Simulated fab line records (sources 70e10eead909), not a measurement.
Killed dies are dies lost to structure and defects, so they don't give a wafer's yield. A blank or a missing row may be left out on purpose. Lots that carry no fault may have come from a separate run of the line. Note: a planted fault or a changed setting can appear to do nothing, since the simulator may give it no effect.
Matching of chambers :: flow nand-harc :: cmp-04 running NHARC_A_STAIRCASE_CMP_472: 4 sister chambers
The step polishes SiO2. 4 wafers are shown with their chamber, then 7 later ones without.

## WAFERS WITH THEIR CHAMBER
wafer: L086.2
chamber: 1
motor-current-A (A): 13.2

wafer: L086.4
chamber: 3
motor-current-A (A): 14.1

wafer: L090.1
chamber: 2
motor-current-A (A): 9.8

wafer: L090.3
chamber: 0
motor-current-A (A): 10.8

## WAFERS WITH NO CHAMBER GIVEN
wafer: L090.5
motor-current-A (A): 13.0

wafer: L093.2
motor-current-A (A): 10.3

wafer: L093.5
motor-current-A (A): 10.7

wafer: L093.6
motor-current-A (A): 13.5

wafer: L096.1
motor-current-A (A): 9.9

wafer: L096.4
motor-current-A (A): 13.6

wafer: L096.6
motor-current-A (A): 13.3

## WHICH CHAMBER EACH WENT THROUGH
wafer: L090.5
from the rows above: 1
in truth: 1

wafer: L093.2
from the rows above: can't be placed: 0 or 2
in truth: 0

wafer: L093.5
from the rows above: 0
in truth: 0

wafer: L093.6
from the rows above: can't be placed: 1 or 3
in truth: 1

wafer: L096.1
from the rows above: 2
in truth: 2

wafer: L096.4
from the rows above: can't be placed: 1 or 3
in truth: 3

wafer: L096.6
from the rows above: 1
in truth: 1
Correct placement for 4 of the 7. Can't be placed from these rows: 3 (the true chamber is among the candidates in 3). Wrongly placed: 0.
How it was worked out, from the rows above alone: a wafer's distance from a chamber is the root of the sum, over the readings, of the square of ((its reading less the chamber's mean) divided by the reading's scatter). If the next closest chamber is less than 2 further off than the closest, the wafer can't be placed; otherwise it belongs to the closest. Each chamber's mean is taken over the wafers shown for it. The scatter: with one shown wafer a chamber, the root of the mean of the squares of how far each hidden wafer lies from its nearest shown one.
